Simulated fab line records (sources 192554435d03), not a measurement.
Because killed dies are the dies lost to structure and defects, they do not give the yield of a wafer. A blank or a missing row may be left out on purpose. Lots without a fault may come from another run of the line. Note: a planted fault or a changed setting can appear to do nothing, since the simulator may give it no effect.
fab line records -- flow n5Finfet -- part 1 of 2: steps 1 to 23 of 29
record lots=5, wafers=15, lastDay=20
route steps=1938 shown BEOL_M0_SAQP@669
lots untouched by any fault: they come from a run of this same line in which no faults occurred
startH: hours from the record's opening day to when the first of the lot's shown wafers began -- waitH: time in hours since the lot's previous step -- " identical to the entry in the row above -- L1.1+2: one row covering several wafers at once -- - no value present, or no start provided -- * or withheld: withheld -- < > ~ a bound
route shown NAME@n: NAME is a module with steps in the file, n the number in the route of the first one -- usual: mean and standard deviation over wafers with no fault -- same: alike in all rows -- chamber/n: place in a boat -- sites: readings site by site -- _std_site: the standard deviation of these -- _edge_site: inner sites' mean taken away from outer sites' mean -- radiusMm: how far each site lies from the wafer's centre -- mask NAME#n: copy n -- behind: the last tool/chamber to shape the wafer -- hold: what put the lot on hold/how long, in hours/how the hold closed -- device: which transistor (n, p or np) failed to switch -- end of line: the tests these same wafers got at the end of their route -- a step given without rows: its recipe and nothing more -- killed: dies that structure and defects cost at the first sort, which is not the same as the wafer's yield -- map: a wafer's dies, marking killed ones x, the rest . and places with no die _
set.NAME: the setting as run; set.NAME@STEP: as run at that earlier step -- model.NAME: the simulator's own value behind a step, which no gauge read
lots at some steps of the route; a table a step, a row a wafer
services: the hour from which a tool's chamber was out of use, counted from the record's first day as startH (under 0 if before that day), plus the number of hours and why
## steps
# step N5_BEOL_M0_SAQP_MANDREL_ETCH_103
# recipe chemistry=HBr/Cl2, target=a-Si, targetDepthA=450, btTimeS=10, stopOn=SiCN, maskMaterial=SiO2, overEtchFrac=0.8, timeS=27, pressureMtorr=10, icpW=800, biasW=75, HBr_flow_sccm=150, Cl2_flow_sccm=80, ends=endPoint
# usual drypumpMotorCurrentA=5.7/0.48, oesProductAu=0.678/0.013, throttleValvePct=35.5/0.31
lot.wafer,tool,chamber,startH,waitH,drypumpMotorCurrentA,oesProductAu,rfHoursCounterH,throttleValvePct
L082.1,rieSi-02,2,154.23,0.0,6.2,0.692,1,35.4
L082.2,rieSi-02,0,154.23,0.0,6.0,0.671,181,35.5
L082.5,rieSi-02,0,154.23,0.0,6.0,0.683,-,35.5
L083.1,rieSi-02,1,161.67,0.0,6.1,0.667,147,36.0
L083.4,rieSi-02,2,161.67,0.0,6.2,0.693,1,35.4
L083.5,rieSi-02,3,161.67,0.0,6.7,0.671,-,35.0
L084.2,rieSi-04,1,170.58,0.0,5.3,0.664,0,35.5
L084.3,rieSi-04,3,170.58,0.0,5.3,0.684,148,35.5
L084.6,rieSi-04,0,170.58,0.0,5.9,0.656,-,35.4
L085.1,rieSi-04,0,179.69,0.0,5.9,0.657,3,35.4
L085.5,rieSi-04,3,179.69,0.0,5.3,0.693,-,35.4
L085.6,rieSi-04,0,179.69,0.0,5.9,0.669,-,35.3
L091.1,rieSi-04,3,212.61,0.0,5.3,0.698,149,35.4
L091.2,rieSi-04,2,212.61,0.0,6.3,0.693,101,35.5
L091.6,rieSi-04,1,212.61,0.0,5.3,0.682,-,35.4
# step N5_BEOL_M0_SAQP_RECESS_104
# recipe chemistry=HF/NH3, target=SiO2, targetDepthA=180, afsCycles=3, tempC=30, sublimationTempC=180, sublimationTimeS=60
# usual drypumpMotorCurrentA=5.6/0.67
lot.wafer,tool,chamber,startH,waitH,drypumpMotorCurrentA
L082.1,vaporEtch-02,0,154.82,0.6,6.0
L082.2,vaporEtch-02,1,154.82,0.6,5.0
L082.5,vaporEtch-02,0,154.82,0.6,6.0
L083.1,vaporEtch-01,0,161.75,0.1,4.9
L083.4,vaporEtch-01,1,161.75,0.1,6.4
L083.5,vaporEtch-01,1,161.75,0.1,6.5
L084.2,vaporEtch-02,0,170.66,0.1,6.0
L084.3,vaporEtch-02,0,170.66,0.1,6.0
L084.6,vaporEtch-02,0,170.66,0.1,5.9
L085.1,vaporEtch-01,1,179.77,0.1,6.4
L085.5,vaporEtch-01,1,179.77,0.1,6.4
L085.6,vaporEtch-01,0,179.77,0.1,4.9
L091.1,vaporEtch-01,0,212.69,0.1,4.9
L091.2,vaporEtch-01,1,212.69,0.1,6.4
L091.6,vaporEtch-01,0,212.69,0.1,4.9
# step N5_BEOL_M0_SAQP_COAT_105
# recipe resist=SOC, tempC=250, timeS=60, spinRpm=1500, resistThkNm=100
# same timeS=60
lot.wafer,tool,chamber,startH,waitH
L082.1+2+5,lithoTrack-01,0,155.21,0.3
L083.1+4+5,lithoTrack-01,0,162.14,0.3
L084.2+3+6,lithoTrack-02,0,171.05,0.3
L085.1+5+6,lithoTrack-02,0,180.15,0.3
L091.1+2+6,lithoTrack-05,0,213.07,0.3
# step N5_BEOL_M0_SAQP_ETCH_106
# recipe chemistry=N2/H2, target=SOC, targetDepthA=1500, stopOn=SiNx, ionEnergyEv=100, biasW=61, pressureMtorr=30, sourceW=850, n2FlowSccm=200, h2FlowSccm=200
# usual drypumpMotorCurrentA=5.6/0.41, h2FlowSccm=199.9/0.6, oesProductAu=0.76/0.066, rfVppV=241.1/1.5, showerheadPlenumPTorr=2.57/0.099, throttleValvePct=17.88/0.29
lot.wafer,tool,chamber,startH,waitH,drypumpMotorCurrentA,h2FlowSccm,oesProductAu,rfHoursCounterH,rfVppV,showerheadPlenumPTorr,throttleValvePct
L082.1,rieDiel-06,2,155.27,-,5.6,200.0,0.71,205,243.0,2.51,17.71
L082.2,rieDiel-06,0,155.27,-,5.8,199.6,0.78,116,242.1,2.57,18.09
L082.5,rieDiel-06,0,155.27,-,5.8,199.5,0.77,-,242.2,2.58,18.12
L083.1,rieDiel-06,2,162.35,-,5.5,200.0,0.71,207,239.7,2.51,17.74
L083.4,rieDiel-06,0,162.35,-,5.8,198.7,0.77,-,239.8,2.57,18.11
L083.5,rieDiel-06,2,162.35,-,5.5,199.7,0.71,-,241.8,2.51,17.75
L084.2,rieDiel-05,2,171.27,-,6.1,200.5,0.78,117,242.4,2.69,17.96
L084.3,rieDiel-05,3,171.27,-,5.7,199.9,0.74,164,239.1,2.44,17.75
L084.6,rieDiel-05,3,171.27,-,5.7,198.6,0.74,-,240.0,2.44,17.75
L085.1,rieDiel-05,2,180.47,-,6.2,200.4,0.78,122,241.7,2.69,17.98
L085.5,rieDiel-05,1,180.47,-,5.6,199.6,0.71,-,240.9,2.64,18.09
L085.6,rieDiel-05,0,180.47,-,5.0,199.7,0.72,-,238.9,2.42,17.89
L091.1,rieDiel-06,3,213.29,-,6.1,199.6,0.95,12,241.5,2.59,17.66
L091.2,rieDiel-06,1,213.29,-,5.6,200.4,0.80,92,241.1,2.65,17.36
L091.6,rieDiel-06,2,213.29,-,5.6,199.3,0.70,-,240.3,2.50,17.79
# step N5_BEOL_M0_SAQP_ETCH_107
# recipe chemistry=CH3F/O2, target=SiNx, targetDepthA=300, maskMaterial=SOC, pressureMtorr=30, sourceW=395, biasW=73, Ar_flow_sccm=150, CH3F_flow_sccm=30, O2_flow_sccm=20, ionEnergyEv=120
# usual drypumpMotorCurrentA=5.6/0.4, oes_ar_750_au=0.77/0.069, oesProductAu=0.77/0.071, rfVppV=301/7.7, showerheadPlenumPTorr=2.02/0.076, throttleValvePct=16.38/0.23
lot.wafer,tool,chamber,startH,waitH,drypumpMotorCurrentA,oes_ar_750_au,oesProductAu,rfHoursCounterH,rfVppV,showerheadPlenumPTorr,throttleValvePct
L082.1,rieDiel-06,2,155.33,0.0,5.5,0.73,0.72,205,292,2.00,16.37
L082.2,rieDiel-06,0,155.33,0.0,5.8,0.78,0.78,116,306,2.01,16.51
L082.5,rieDiel-06,0,155.33,0.0,5.8,0.79,0.79,-,304,2.01,16.52
L083.1,rieDiel-06,2,162.41,0.0,5.6,0.73,0.72,207,292,2.00,16.38
L083.4,rieDiel-06,0,162.41,0.0,5.8,0.78,0.78,-,306,2.01,16.51
L083.5,rieDiel-06,2,162.41,0.0,5.5,0.73,0.72,-,292,2.00,16.36
L084.2,rieDiel-05,2,171.33,0.0,6.2,0.80,0.80,117,294,2.11,16.29
L084.3,rieDiel-05,3,171.33,0.0,5.7,0.78,0.74,164,299,1.91,16.25
L084.6,rieDiel-05,3,171.33,0.0,5.8,0.77,0.74,-,298,1.91,16.26
L085.1,rieDiel-05,2,180.53,0.0,6.1,0.79,0.80,122,294,2.11,16.29
L085.5,rieDiel-05,1,180.53,0.0,5.6,0.73,0.72,-,290,2.07,16.58
L085.6,rieDiel-05,0,180.53,0.0,5.0,0.71,0.73,-,307,1.91,16.44
L091.1,rieDiel-06,3,213.35,0.0,6.1,0.97,0.98,12,305,2.05,16.25
L091.2,rieDiel-06,1,213.35,0.0,5.5,0.82,0.81,92,301,2.08,15.99
L091.6,rieDiel-06,2,213.35,0.0,5.5,0.71,0.70,-,292,1.99,16.41
# step N5_BEOL_M0_SAQP_STRIP_108
# recipe chemistry=N2/H2, powerW=500, tempC=40, pressureMtorr=50, rfFrequencyHz=6e+07, overashFraction=0.3, biasPowerW=28, h2Frac=0.5, n2FlowSccm=300, h2FlowSccm=300
# usual drypumpMotorCurrentA=5.6/0.41, h2FlowSccm=300.0/0.88, oesProductAu=0.77/0.069, rfVppV=121.9/1.1, showerheadPlenumPTorr=3.39/0.13, throttleValvePct=19.1/0.51
lot.wafer,tool,chamber,startH,waitH,drypumpMotorCurrentA,h2FlowSccm,oesProductAu,rfHoursCounterH,rfVppV,showerheadPlenumPTorr,throttleValvePct
L082.1,rieDiel-06,2,155.37,0.0,5.5,300.7,0.71,205,121.0,3.31,19.0
L082.2,rieDiel-06,0,155.37,0.0,5.8,300.8,0.80,116,122.7,3.40,19.3
L082.5,rieDiel-06,0,155.37,0.0,5.8,300.3,0.80,-,122.0,3.40,19.3
L083.1,rieDiel-06,2,162.45,0.0,5.5,301.6,0.71,207,123.0,3.31,19.0
L083.4,rieDiel-06,0,162.45,0.0,5.8,300.2,0.79,-,121.9,3.40,19.3
L083.5,rieDiel-06,2,162.45,0.0,5.5,299.7,0.72,-,120.8,3.31,19.0
L084.2,rieDiel-05,2,171.37,0.0,6.1,299.5,0.79,117,123.4,3.55,19.8
L084.3,rieDiel-05,3,171.37,0.0,5.7,301.3,0.71,164,120.2,3.23,18.8
L084.6,rieDiel-05,3,171.37,0.0,5.7,299.2,0.72,-,121.7,3.23,18.8
L085.1,rieDiel-05,2,180.57,0.0,6.1,300.1,0.79,122,121.6,3.55,19.8
L085.5,rieDiel-05,1,180.57,0.0,5.6,300.4,0.72,-,123.1,3.49,19.2
L085.6,rieDiel-05,0,180.57,0.0,5.0,300.9,0.73,-,121.2,3.21,19.0
L091.1,rieDiel-06,3,213.39,0.0,6.0,299.5,0.95,12,120.9,3.42,18.7
L091.2,rieDiel-06,1,213.39,0.0,5.6,301.4,0.80,92,122.8,3.50,18.2
L091.6,rieDiel-06,2,213.39,0.0,5.6,300.3,0.70,-,122.0,3.30,19.0
# step N5_BEOL_M0_SAQP_RECESS_109
# recipe chemistry=HF/NH3, target=SiO2, targetDepthA=30, afsCycles=1, tempC=30, sublimationTempC=180, sublimationTimeS=60
# usual drypumpMotorCurrentA=5.6/0.67
lot.wafer,tool,chamber,startH,waitH,drypumpMotorCurrentA
L082.1,vaporEtch-02,1,155.43,0.0,5.0
L082.2,vaporEtch-02,0,155.43,0.0,6.0
L082.5,vaporEtch-02,1,155.43,0.0,5.0
L083.1,vaporEtch-02,0,162.52,0.0,6.0
L083.4,vaporEtch-02,0,162.52,0.0,6.0
L083.5,vaporEtch-02,0,162.52,0.0,6.0
L084.2,vaporEtch-02,0,171.43,0.0,6.0
L084.3,vaporEtch-02,0,171.43,0.0,6.0
L084.6,vaporEtch-02,0,171.43,0.0,6.0
L085.1,vaporEtch-01,0,180.63,0.0,4.8
L085.5,vaporEtch-01,1,180.63,0.0,6.5
L085.6,vaporEtch-01,0,180.63,0.0,4.9
L091.1,vaporEtch-01,1,213.45,0.0,6.4
L091.2,vaporEtch-01,0,213.45,0.0,4.9
L091.6,vaporEtch-01,1,213.45,0.0,6.5
# step N5_BEOL_M0_SAQP_SPACER2_ALD_26
# recipe material=SiO2, targetThkA=150, tempC=300, aldPrecursorFamily=BDEAS, aldCoReactant=O2-plasma, pulseTimeS=1, purgeTimeS=2, coReactantPurgeTimeS=2, pressureTorr=2
# usual heaterPowerW=494/35, precursorPulseHeightRel=0.998/0.021
lot.wafer,tool,chamber,startH,waitH,heaterPowerW,precursorPulseHeightRel,sinceWetCleanH
L082.1,aldSin-04,3,155.61,0.1,452,1.002,147
L082.2,aldSin-04,1,155.61,0.1,539,1.003,147
L082.5,aldSin-04,3,155.61,0.1,451,1.005,-
L083.1,aldSin-01,3,162.67,0.1,515,1.022,259
L083.4,aldSin-01,1,162.67,0.1,512,1.001,259
L083.5,aldSin-01,1,162.67,0.1,509,0.984,-
L084.2,aldSin-03,2,171.58,0.1,465,0.992,361
L084.3,aldSin-03,3,171.58,0.1,513,0.983,361
L084.6,aldSin-03,2,171.58,0.1,464,1.001,-
L085.1,aldSin-01,1,180.77,0.1,510,1.027,277
L085.5,aldSin-01,1,180.77,0.1,500,1.014,-
L085.6,aldSin-01,0,180.77,0.1,411,1.011,-
L091.1,aldSin-01,0,213.96,0.5,406,0.983,310
L091.2,aldSin-01,1,213.96,0.5,504,1.009,310
L091.6,aldSin-01,2,213.96,0.5,483,0.979,-
# step N5_BEOL_M0_SAQP_SPACER2_ETCHBACK_27
# recipe chemistry=CHF3/O2, mode=anisotropicEtchback, target=SiO2, targetDepthA=225, timeS=11.25, pressureMtorr=30, sourceW=650, biasW=170, Ar_flow_sccm=200, CHF3_flow_sccm=50, O2_flow_sccm=5, ionEnergyEv=200
# usual drypumpMotorCurrentA=5.6/0.51, oes_ar_750_au=0.76/0.055, oesProductAu=0.76/0.059, rfVppV=535/16, showerheadPlenumPTorr=2.41/0.097, throttleValvePct=18.94/0.22
# same timeS=11.25
lot.wafer,tool,chamber,startH,waitH,drypumpMotorCurrentA,oes_ar_750_au,oesProductAu,rfHoursCounterH,rfVppV,showerheadPlenumPTorr,throttleValvePct
L082.1,rieDiel-06,1,156.16,0.3,5.6,0.85,0.83,66,530,2.51,18.45
L082.2,rieDiel-06,2,156.16,0.3,5.5,0.72,0.72,205,516,2.40,18.92
L082.5,rieDiel-06,2,156.16,0.3,5.5,0.73,0.72,-,516,2.40,18.90
L083.1,rieDiel-02,1,163.21,0.3,6.4,0.81,0.82,74,545,2.53,18.72
L083.4,rieDiel-02,2,163.21,0.3,5.0,0.71,0.70,208,519,2.47,18.84
L083.5,rieDiel-02,0,163.21,0.3,4.8,0.69,0.71,-,532,2.26,19.27
L084.2,rieDiel-06,2,172.17,0.3,5.5,0.72,0.72,212,515,2.40,18.89
L084.3,rieDiel-06,0,172.17,0.3,5.8,0.78,0.77,123,540,2.42,19.08
L084.6,rieDiel-06,1,172.17,0.3,5.5,0.84,0.83,-,530,2.51,18.45
L085.1,rieDiel-05,3,181.38,0.3,5.7,0.76,0.75,168,528,2.31,18.83
L085.5,rieDiel-05,0,181.38,0.3,5.0,0.72,0.73,-,546,2.30,19.02
L085.6,rieDiel-05,1,181.38,0.3,5.6,0.72,0.71,-,510,2.50,19.12
L091.1,rieDiel-02,0,214.51,0.3,4.8,0.69,0.70,243,532,2.26,19.31
L091.2,rieDiel-02,3,214.51,0.3,5.7,0.80,0.84,85,564,2.32,19.09
L091.6,rieDiel-02,0,214.51,0.3,4.8,0.69,0.71,-,534,2.26,19.31
# step N5_BEOL_M0_SAQP_MANDREL2_REMOVE_110
# recipe chemistry=HBr/Cl2/O2, btTimeS=10, target=a-Si, stopOn=SiCN, endpoint=OES-SiCl, overEtchFrac=1, icpW=600, biasW=30, HBr_flow_sccm=150, Cl2_flow_sccm=80, O2_flow_sccm=5, pressureMtorr=10
# usual drypumpMotorCurrentA=5.9/0.52, oesProductAu=1.000/0.02, throttleValvePct=36.7/0.33
lot.wafer,tool,chamber,startH,waitH,drypumpMotorCurrentA,oesProductAu,rfHoursCounterH,throttleValvePct
L082.1,rieSi-04,3,156.24,0.1,5.3,1.026,148,36.7
L082.2,rieSi-04,0,156.24,0.1,5.9,0.970,2,36.6
L082.5,rieSi-04,2,156.24,0.1,6.3,1.010,-,36.8
L083.1,rieSi-02,1,163.30,0.1,6.1,1.002,147,37.2
L083.4,rieSi-02,2,163.30,0.1,6.1,1.042,1,36.6
L083.5,rieSi-02,2,163.30,0.1,6.1,1.036,-,36.6
L084.2,rieSi-04,0,172.26,0.1,5.9,0.966,3,36.6
L084.3,rieSi-04,3,172.26,0.1,5.3,1.017,148,36.7
L084.6,rieSi-04,3,172.26,0.1,5.3,1.021,-,36.7
L085.1,rieSi-05,1,181.47,0.1,5.0,0.965,32,36.4
L085.5,rieSi-05,2,181.47,0.1,5.6,0.971,-,37.5
L085.6,rieSi-05,3,181.47,0.1,5.4,1.000,-,37.0
L091.1,rieSi-02,2,214.60,0.1,6.1,1.032,2,36.6
L091.2,rieSi-02,3,214.60,0.1,6.7,0.977,34,36.2
L091.6,rieSi-02,3,214.60,0.1,6.7,0.979,-,36.2
# step N5_BEOL_M0_SAQP_CD_MEAS_29
# recipe targetCdNm=14.4, landingEnergyEv=1000, detector=seInlens
# usual cdNm=14.99/0.24
lot.wafer,tool,chamber,startH,waitH,cdNm
L082.1,cdSem-02,0,156.35,0.1,15.13
L082.2,cdSem-02,0,156.35,0.1,14.60
L082.5,cdSem-02,0,156.35,0.1,15.16
L083.1,cdSem-02,0,163.41,0.1,14.35
L083.4,cdSem-02,0,163.41,0.1,15.10
L083.5,cdSem-02,0,163.41,0.1,14.96
L084.2,cdSem-01,0,172.38,0.1,14.82
L084.3,cdSem-01,0,172.38,0.1,15.26
L084.6,cdSem-01,0,172.38,0.1,14.70
L085.1,cdSem-01,0,181.58,0.1,14.78
L085.5,cdSem-01,0,181.58,0.1,14.70
L085.6,cdSem-01,0,181.58,0.1,14.99
L091.1,cdSem-01,0,214.71,0.1,15.06
L091.2,cdSem-01,0,214.71,0.1,14.90
L091.6,cdSem-01,0,214.71,0.1,15.05
# step N5_BEOL_M0_SAQP_COAT_69
# recipe resist=SOC, tempC=250, timeS=60, spinRpm=1500, resistThkNm=90
# same timeS=60
lot.wafer,tool,chamber,startH,waitH
L082.1+2+5,lithoTrack-05,0,156.39,0.0
L083.1+4+5,lithoTrack-02,0,163.45,0.0
L084.2+3+6,lithoTrack-05,0,172.41,0.0
L085.1+5+6,lithoTrack-02,0,181.62,0.0
L091.1+2+6,lithoTrack-01,0,214.75,0.0
# step N5_BEOL_M0_SAQP_COAT_72
# recipe resist=SiARC, tempC=220, timeS=60, spinRpm=1500, resistThkNm=15
# same timeS=60
lot.wafer,tool,chamber,startH,waitH
L082.1+2+5,lithoTrack-05,0,-,-
L083.1+4+5,lithoTrack-02,0,-,-
L084.2+3+6,lithoTrack-05,0,-,-
L085.1+5+6,lithoTrack-02,0,-,-
L091.1+2+6,lithoTrack-01,0,-,-
# step N5_BEOL_M0_SAQP_COAT_87
# recipe resist=underlayer, tempC=205, timeS=60, spinRpm=1500, resistThkNm=5
# same timeS=60
lot.wafer,tool,chamber,startH,waitH
L082.1+2+5,lithoTrack-05,0,-,-
L083.1+4+5,lithoTrack-02,0,-,-
L084.2+3+6,lithoTrack-05,0,-,-
L085.1+5+6,lithoTrack-02,0,-,-
L091.1+2+6,lithoTrack-01,0,-,-
# step N5_BEOL_M0_SAQP_COAT_34
# recipe resist=CAR-EUV, spinRpm=1500, resistThkNm=30
lot.wafer,tool,chamber,startH,waitH
L082.1+2+5,lithoTrack-05,0,-,-
L083.1+4+5,lithoTrack-02,0,-,-
L084.2+3+6,lithoTrack-05,0,-,-
L085.1+5+6,lithoTrack-02,0,-,-
L091.1+2+6,lithoTrack-01,0,-,-
# step N5_BEOL_M0_SAQP_EBR_36
# recipe solvent=PGMEA, ebrWidthMm=1.5
lot.wafer,tool,chamber,startH,waitH
L082.1+2+5,lithoTrack-05,0,-,-
L083.1+4+5,lithoTrack-02,0,-,-
L084.2+3+6,lithoTrack-05,0,-,-
L085.1+5+6,lithoTrack-02,0,-,-
L091.1+2+6,lithoTrack-01,0,-,-
# step N5_BEOL_M0_SAQP_SOFTBAKE_35
# recipe tempC=110, timeS=60, resist=CAR-EUV
# same timeS=60
lot.wafer,tool,chamber,startH,waitH
L082.1+2+5,lithoTrack-05,0,-,-
L083.1+4+5,lithoTrack-02,0,-,-
L084.2+3+6,lithoTrack-05,0,-,-
L085.1+5+6,lithoTrack-02,0,-,-
L091.1+2+6,lithoTrack-01,0,-,-
# step N5_BEOL_M0_SAQP_EXPOSE_37
# recipe maskId=M0_CUT1, na=0.33, sourceShape=annular, sigmaInner=0.35, sigmaOuter=0.8, polarization=unpolarized, targetCdNm=30, doseMj=44.75
# same sigmaOuter=0.8
lot.wafer,tool,chamber,startH,waitH,mask
L082.1+2+5,euvScanner-01,0,156.53,-,M0_CUT1#0
L083.1+4+5,euvScanner-02,0,163.71,-,M0_CUT1#0
L084.2+3+6,euvScanner-01,0,172.68,-,M0_CUT1#0
L085.1+5+6,euvScanner-01,0,181.75,-,M0_CUT1#0
L091.1+2+6,euvScanner-01,0,214.88,-,M0_CUT1#0
# step N5_BEOL_M0_SAQP_PEB_38
# recipe pebTempC=100, pebTimeS=60, resist=CAR-EUV
# same pebTimeS=60
lot.wafer,tool,chamber,startH,waitH
L082.1+2+5,lithoTrack-02,0,156.59,0.1
L083.1+4+5,lithoTrack-02,0,163.78,0.1
L084.2+3+6,lithoTrack-01,0,172.74,0.1
L085.1+5+6,lithoTrack-01,0,181.82,0.1
L091.1+2+6,lithoTrack-02,0,214.95,0.1
# step N5_BEOL_M0_SAQP_DEVELOP_39
# recipe developTimeS=30, developer=TMAH, resist=CAR-EUV, rinseLiquid=surfactantRinse, dry=airSpin, devTempC=23
lot.wafer,tool,chamber,startH,waitH
L082.1+2+5,lithoTrack-02,0,-,-
L083.1+4+5,lithoTrack-02,0,-,-
L084.2+3+6,lithoTrack-01,0,-,-
L085.1+5+6,lithoTrack-01,0,-,-
L091.1+2+6,lithoTrack-02,0,-,-
# step N5_BEOL_M0_SAQP_CD_MEAS_40
# recipe targetCdNm=30, landingEnergyEv=500, detector=seInlens
# usual cdNm=29.9/0.3
lot.wafer,tool,chamber,startH,waitH,cdNm
L082.1,cdSem-03,0,156.66,-,30.0
L082.2,cdSem-03,0,156.66,-,29.7
L082.5,cdSem-03,0,156.66,-,29.9
L083.1,cdSem-01,0,163.84,-,29.6
L083.4,cdSem-01,0,163.84,-,29.8
L083.5,cdSem-01,0,163.84,-,29.8
L084.2,cdSem-02,0,172.81,-,30.2
L084.3,cdSem-02,0,172.81,-,30.1
L084.6,cdSem-02,0,172.81,-,30.2
L085.1,cdSem-01,0,181.89,-,30.0
L085.5,cdSem-01,0,181.89,-,30.4
L085.6,cdSem-01,0,181.89,-,29.7
L091.1,cdSem-01,0,215.02,-,30.0
L091.2,cdSem-01,0,215.02,-,29.4
L091.6,cdSem-01,0,215.02,-,29.9
# step N5_BEOL_M0_SAQP_OVL_MEAS_41
# recipe pointsPerWafer=522
# usual M0_CUT1_OVL=-0.1/0.86
lot.wafer,tool,chamber,startH,waitH,M0_CUT1_OVL[nm]
L082.1,overlay-01,0,156.69,0.0,-0.8
L082.2,overlay-01,0,156.69,0.0,-1.5
L082.5,overlay-01,0,156.69,0.0,-0.8
L083.1,overlay-01,0,163.87,0.0,-0.1
L083.4,overlay-01,0,163.87,0.0,-0.2
L083.5,overlay-01,0,163.87,0.0,0.0
L084.2,overlay-02,0,172.85,0.0,0.3
L084.3,overlay-02,0,172.85,0.0,-0.1
L084.6,overlay-02,0,172.85,0.0,0.4
L085.1,overlay-02,0,181.92,0.0,-0.3
L085.5,overlay-02,0,181.92,0.0,-0.7
L085.6,overlay-02,0,181.92,0.0,-0.7
L091.1,overlay-02,0,215.05,0.0,0.4
L091.2,overlay-02,0,215.05,0.0,-0.1
L091.6,overlay-02,0,215.05,0.0,-1.6
# step N5_BEOL_M0_SAQP_INSPECT_42
# recipe mode=adi, inspectInstrument=brightfield
# usual rawDefectCount=272/71
lot.wafer,tool,chamber,startH,waitH,rawDefectCount
L082.1,defectInspect-02,-,156.75,0.1,327
L082.2,defectInspect-02,-,156.75,0.1,227
L082.5,defectInspect-02,-,156.75,0.1,268
L083.1,defectInspect-02,-,163.93,0.1,240
L083.4,defectInspect-02,-,163.93,0.1,196
L083.5,defectInspect-02,-,163.93,0.1,221
L084.2,defectInspect-01,-,172.90,0.0,238
L084.3,defectInspect-01,-,172.90,0.0,312
L084.6,defectInspect-01,-,172.90,0.0,267
L085.1,defectInspect-02,-,181.98,0.1,265
L085.5,defectInspect-02,-,181.98,0.1,234
L085.6,defectInspect-02,-,181.98,0.1,317
L091.1,defectInspect-02,-,215.11,0.1,215
L091.2,defectInspect-02,-,215.11,0.1,158
L091.6,defectInspect-02,-,215.11,0.1,204
